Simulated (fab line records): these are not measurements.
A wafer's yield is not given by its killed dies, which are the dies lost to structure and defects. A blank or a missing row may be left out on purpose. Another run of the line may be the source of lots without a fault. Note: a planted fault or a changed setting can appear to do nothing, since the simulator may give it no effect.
Split-lot trial / flow n5-finfet / 7 lots, 21 wafers read, on a route of 1938 steps

THE SPLIT
At N5_BEOL_M15_COAT_58 (time 60 s, resist thk 89 nm), the setting spin-rpm was moved away from the recipe's 1500 rpm on 4 of the 21 wafers read, by -3.6% to +5.7%. All remaining wafers had this setting at the recipe value.

FROM THE SPLIT TO THE READING: what the file shows between them, 3 steps
- N5_BEOL_M15_COAT_04: resist thk 800 nm
- N5_BEOL_M15_EBR_06
- N5_BEOL_M15_DESCUM_15: chemistry O2, time 7.9 s

THE READING
etch.depth-nm (the simulator's own value, which no gauge read), in nm, at N5_BEOL_M15_ETCH_59 (etches BARC in N2/H2, target depth 89 nm, overetch 26.7 nm, time 67.9 s). There is no usual value for it anywhere in the file. Here, 17 wafers ran the recipe; their average is 89.13 nm with a standard deviation of 0.23 nm.

wafer=L074.1; tool, chamber at the split=litho-track-05, 0; spin-rpm as run, rpm=1585; against the recipe=+5.7%; etch.depth-nm, nm=86.55; against lot-mates on the recipe=-2.23
wafer=L074.3; tool, chamber at the split=litho-track-05, 0; spin-rpm as run, rpm=1585; against the recipe=+5.7%; etch.depth-nm, nm=86.42; against lot-mates on the recipe=-2.36
wafer=L074.4; tool, chamber at the split=litho-track-05, 0; spin-rpm as run, rpm=1500; against the recipe=recipe; etch.depth-nm, nm=88.78; against lot-mates on the recipe=-
wafer=L077.2; tool, chamber at the split=litho-track-01, 0; spin-rpm as run, rpm=1500; against the recipe=recipe; etch.depth-nm, nm=89.31; against lot-mates on the recipe=-
wafer=L077.3; tool, chamber at the split=litho-track-01, 0; spin-rpm as run, rpm=1500; against the recipe=recipe; etch.depth-nm, nm=89.39; against lot-mates on the recipe=-
wafer=L077.6; tool, chamber at the split=litho-track-01, 0; spin-rpm as run, rpm=1500; against the recipe=recipe; etch.depth-nm, nm=89.52; against lot-mates on the recipe=-
wafer=L078.1; tool, chamber at the split=litho-track-05, 0; spin-rpm as run, rpm=1500; against the recipe=recipe; etch.depth-nm, nm=89.06; against lot-mates on the recipe=-
wafer=L078.2; tool, chamber at the split=litho-track-05, 0; spin-rpm as run, rpm=1446; against the recipe=-3.6%; etch.depth-nm, nm=90.65; against lot-mates on the recipe=+1.59
wafer=L078.6; tool, chamber at the split=litho-track-05, 0; spin-rpm as run, rpm=1446; against the recipe=-3.6%; etch.depth-nm, nm=90.94; against lot-mates on the recipe=+1.88
wafer=L080.2; tool, chamber at the split=litho-track-01, 0; spin-rpm as run, rpm=1500; against the recipe=recipe; etch.depth-nm, nm=89.52; against lot-mates on the recipe=-
wafer=L080.3; tool, chamber at the split=litho-track-01, 0; spin-rpm as run, rpm=1500; against the recipe=recipe; etch.depth-nm, nm=89.24; against lot-mates on the recipe=-
wafer=L080.5; tool, chamber at the split=litho-track-01, 0; spin-rpm as run, rpm=1500; against the recipe=recipe; etch.depth-nm, nm=89.36; against lot-mates on the recipe=-
wafer=L082.2; tool, chamber at the split=litho-track-05, 0; spin-rpm as run, rpm=1500; against the recipe=recipe; etch.depth-nm, nm=89.05; against lot-mates on the recipe=-
wafer=L082.3; tool, chamber at the split=litho-track-05, 0; spin-rpm as run, rpm=1500; against the recipe=recipe; etch.depth-nm, nm=89.02; against lot-mates on the recipe=-
wafer=L082.5; tool, chamber at the split=litho-track-05, 0; spin-rpm as run, rpm=1500; against the recipe=recipe; etch.depth-nm, nm=88.89; against lot-mates on the recipe=-
wafer=L086.1; tool, chamber at the split=litho-track-04, 0; spin-rpm as run, rpm=1500; against the recipe=recipe; etch.depth-nm, nm=88.92; against lot-mates on the recipe=-
wafer=L086.5; tool, chamber at the split=litho-track-04, 0; spin-rpm as run, rpm=1500; against the recipe=recipe; etch.depth-nm, nm=89.03; against lot-mates on the recipe=-
wafer=L086.6; tool, chamber at the split=litho-track-04, 0; spin-rpm as run, rpm=1500; against the recipe=recipe; etch.depth-nm, nm=89.02; against lot-mates on the recipe=-
wafer=L095.1; tool, chamber at the split=litho-track-04, 0; spin-rpm as run, rpm=1500; against the recipe=recipe; etch.depth-nm, nm=88.81; against lot-mates on the recipe=-
wafer=L095.3; tool, chamber at the split=litho-track-04, 0; spin-rpm as run, rpm=1500; against the recipe=recipe; etch.depth-nm, nm=89.29; against lot-mates on the recipe=-
wafer=L095.4; tool, chamber at the split=litho-track-04, 0; spin-rpm as run, rpm=1500; against the recipe=recipe; etch.depth-nm, nm=88.95; against lot-mates on the recipe=-

THE FIT
A straight line over all 21 wafers: etch.depth-nm changes by -0.465 nm for each +1% of spin-rpm; r = -0.98; the points scatter about the line by 0.22 nm.
The same after taking each lot's own level away (the mean of its wafers on the recipe; 21 wafers): -0.429 nm for each +1%; r = -0.99; scatter 0.13 nm.
On that fit, the largest move of spin-rpm shifts the reading by 2.4 nm.
From 88.780 to 89.407 nm: that is the span of the lots' own levels, equal to 2.7 times the standard deviation above.
The two slopes are in agreement: the lot-to-lot level therefore moves the slope only a little.
Check: for one of the wafers moved furthest among these (+5.7%), held out of the fit, the line's prediction against its lot-mates is -2.5 nm. Against them it came out at -2.23 nm.

FURTHER SPLITS ON THESE WAFERS
Note: prior to the reading, these wafers also went through further splits. Each is held against what the fit with the lots' levels taken away leaves over:
other split on the same wafers=N5_BEOL_M13_ETCH_59 time-s; wafers away from the commonest value=8; r with etch.depth-nm (lot level and that fit taken away)=+0.16
other split on the same wafers=N5_BEOL_M14_TRENCH_ETCH_34 time-s; wafers away from the commonest value=6; r with etch.depth-nm (lot level and that fit taken away)=-0.16
other split on the same wafers=N5_BEOL_M14_SPUTTER_45 power-w; wafers away from the commonest value=8; r with etch.depth-nm (lot level and that fit taken away)=+0.25

THE WHOLE CHAIN: every reading that the file lists as answering this split, in the file's order
step=N5_BEOL_M15_COAT_58; what it does=time 60 s, resist thk 89 nm; reading=BARC_of_BEOL_M15_COAT_58.thk-nm (the simulator's own value, which no gauge read); change (the file's fit)=-0.433 nm for each +1% of the setting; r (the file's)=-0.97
step=N5_BEOL_M15_ETCH_59; what it does=etches BARC in N2/H2, target depth 89 nm, overetch 26.7 nm, time 67.9 s; reading=etch.depth-nm (the simulator's own value, which no gauge read); change (the file's fit)=-0.428 nm for each +1% of the setting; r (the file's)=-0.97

FILE'S OWN FIT
etch.depth-nm changes by -0.428 nm for each +1% of spin-rpm, r = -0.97.
